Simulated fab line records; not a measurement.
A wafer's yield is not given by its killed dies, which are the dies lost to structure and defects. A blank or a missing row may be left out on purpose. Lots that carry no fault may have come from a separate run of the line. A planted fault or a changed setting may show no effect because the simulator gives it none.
Lot-split experiment -- flow n5-finfet -- on a route of 1938 steps: 7 lots, 21 wafers read

== ABOUT THE SPLIT ==
At N5_SDB_EXPOSE_08 (exposes mask SDB), the setting dose-mj was moved away from the recipe's 49.6 on 5 of the 21 wafers read, by -1.9% to +5.1%. For the rest of the wafers, this setting stayed at what the recipe calls for.

== FROM THE SPLIT TO THE READING: what the file shows between them, 2 steps ==
- N5_SDB_PEB_09: peb time 60 s
- N5_SDB_DEVELOP_10: develop time 30 s

== THE READING ==
Shown in nm: cd-nm at N5_SDB_CD_MEAS_11, with target cd 50 nm. Fault-free wafers of this fab line usually give 50.4 nm, standard deviation 1 nm.

wafer,"tool, chamber at the split",dose-mj as run,against the recipe,"cd-nm, nm",against lot-mates on the recipe
L075.1,"arfi-scanner-03, 0",49.6,recipe,51.5,-
L075.3,"arfi-scanner-03, 0",48.66,-1.9%,48.7,-2.8
L075.5,"arfi-scanner-03, 0",48.66,-1.9%,47.3,-4.2
L076.1,"arfi-scanner-01, 0",49.6,recipe,49.9,-
L076.3,"arfi-scanner-01, 0",49.6,recipe,50.2,-
L076.4,"arfi-scanner-01, 0",49.6,recipe,50.1,-
L077.2,"arfi-scanner-03, 0",49.6,recipe,50.5,-
L077.3,"arfi-scanner-03, 0",52.11,+5.1%,55.3,+5.4
L077.6,"arfi-scanner-03, 0",49.6,recipe,49.3,-
L079.4,"arfi-scanner-03, 0",52.1,+5.0%,55.7,+7.1
L079.5,"arfi-scanner-03, 0",49.6,recipe,48.9,-
L079.6,"arfi-scanner-03, 0",49.6,recipe,48.3,-
L080.1,"arfi-scanner-02, 0",49.6,recipe,50.9,-
L080.3,"arfi-scanner-02, 0",49.6,recipe,51.8,-
L080.4,"arfi-scanner-02, 0",49.6,recipe,50.9,-
L082.4,"arfi-scanner-03, 0",49.6,recipe,51.7,-
L082.5,"arfi-scanner-03, 0",49.6,recipe,49.6,-
L082.6,"arfi-scanner-03, 0",51.43,+3.7%,55.3,+4.6
L088.2,"arfi-scanner-02, 0",49.6,recipe,51.3,-
L088.4,"arfi-scanner-02, 0",49.6,recipe,51.0,-
L088.5,"arfi-scanner-02, 0",49.6,recipe,50.4,-

FIT RESULTS
A straight line over all 21 wafers: cd-nm changes by +1.1 nm for each +1% of dose-mj; r = +0.91; the points scatter about the line by 0.97 nm.
The same after taking each lot's own level away (the mean of its wafers on the recipe; 21 wafers): +1.32 nm for each +1%; r = +0.97; scatter 0.67 nm.
Per that fit: largest dose-mj move, reading shift of 6.7 nm.
The lots' own levels span 48.60 to 51.50 nm, that is 2.9 times the standard deviation above.
Thus the slope moves with the lot-to-lot level: the two fits are different.
Check: +7.2 nm against its lot-mates is what the line predicts for one of the wafers moved furthest among these (+5.1%) when that wafer is left out of the fit. Against them it came out at +5.4 nm.

== THESE WAFERS: OTHER SPLITS ==
Before the reading, these wafers also passed through other splits. Each is held against what the fit with the lots' levels taken away leaves over:
other split on the same wafers,wafers away from the commonest value,r with cd-nm (lot level and that fit taken away)
N5_STI_FIN_REVEAL_PRECLEAN_17 time-s,7,+0.08
N5_SD_EPI_N_COAT_33 spin-rpm,8,-0.28
N5_SD_EPI_N_PEB_07 peb-time-s,8,-0.09

== THE FILE'S OWN FIT ==
cd-nm changes by +1.28 nm for each +1% of dose-mj, r = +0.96.
